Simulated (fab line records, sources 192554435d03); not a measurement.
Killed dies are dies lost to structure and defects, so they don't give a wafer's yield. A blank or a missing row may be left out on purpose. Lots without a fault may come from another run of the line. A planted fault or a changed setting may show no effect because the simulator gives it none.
Chamber matching | flow n5_finfet | N5_HKMG_FIN_DESCUM_53 on rie_diel-05: 4 sister chambers
The step chemistry O2, time 7.9 s. 16 wafers are shown with their chamber, then 8 later ones without.

WAFERS WITH THEIR CHAMBER
wafer  | chamber | drypump_motor_current_A (A) | showerhead_plenum_p_Torr (Torr) | throttle_valve_pct (%)
L078.1 | 1       | 6.4                         | 2.01                            | 20.39
L078.2 | 0       | 6.0                         | 2.04                            | 20.20
L078.6 | 2       | 5.2                         | 2.14                            | 20.04
L079.1 | 2       | 5.2                         | 2.14                            | 20.07
L079.4 | 1       | 6.4                         | 2.01                            | 20.40
L079.5 | 2       | 5.2                         | 2.14                            | 20.03
L080.1 | 3       | 4.9                         | 2.02                            | 20.59
L080.3 | 1       | 6.4                         | 2.01                            | 20.42
L080.5 | 1       | 6.4                         | 2.01                            | 20.42
L081.2 | 2       | 5.2                         | 2.14                            | 20.05
L081.4 | 1       | 6.4                         | 2.01                            | 20.42
L081.6 | 0       | 5.9                         | 2.04                            | 20.20
L083.3 | 2       | 5.2                         | 2.14                            | 20.07
L083.5 | 2       | 5.2                         | 2.14                            | 20.06
L083.6 | 3       | 4.9                         | 2.01                            | 20.59
L086.1 | 0       | 5.9                         | 2.04                            | 19.88

SIGNATURES (means of the wafers above)
reading                  | chamber 0 | chamber 1 | chamber 2 | chamber 3 | scatter within a chamber
drypump_motor_current_A  | 5.933     | 6.400     | 5.200     | 4.900     | 0.0236
showerhead_plenum_p_Torr | 2.0400    | 2.0100    | 2.1400    | 2.0150    | 0.00204
throttle_valve_pct       | 20.0933   | 20.4100   | 20.0533   | 20.5900   | 0.0766
Rule: a wafer's distance from a chamber is the root of the sum, over the readings, of the square of ((its reading less the chamber's mean) divided by the reading's scatter). The wafer belongs to the nearest chamber; if the next one is less than 2 further off, it can't be placed. The scatter: the root of (the sum of the squares of (reading less its chamber's mean) over the shown wafers, divided by (wafers less chambers)).

WAFERS WITHOUT THEIR CHAMBER
wafer  | drypump_motor_current_A (A) | showerhead_plenum_p_Torr (Torr) | throttle_valve_pct (%)
L086.2 | 6.4                         | 2.00                            | 20.45
L086.5 | 5.2                         | 2.14                            | 20.10
L087.1 | 6.4                         | 2.00                            | 20.45
L087.4 | 4.9                         | 2.01                            | 20.61
L087.6 | 4.8                         | 2.01                            | 20.62
L095.3 | 4.8                         | 2.01                            | 20.63
L095.4 | 6.4                         | 1.99                            | 20.46
L095.5 | 5.2                         | 2.13                            | 20.11

WHICH CHAMBER EACH WENT THROUGH
wafer  | from the rows above | in truth
L086.2 | 1                   | 1
L086.5 | 2                   | 2
L087.1 | 1                   | 1
L087.4 | 3                   | 3
L087.6 | 3                   | 3
L095.3 | 3                   | 3
L095.4 | 1                   | 1
L095.5 | 2                   | 2
Placed correctly: 8 of 8. Can't be placed from these rows: 0. Placed wrongly: 0.
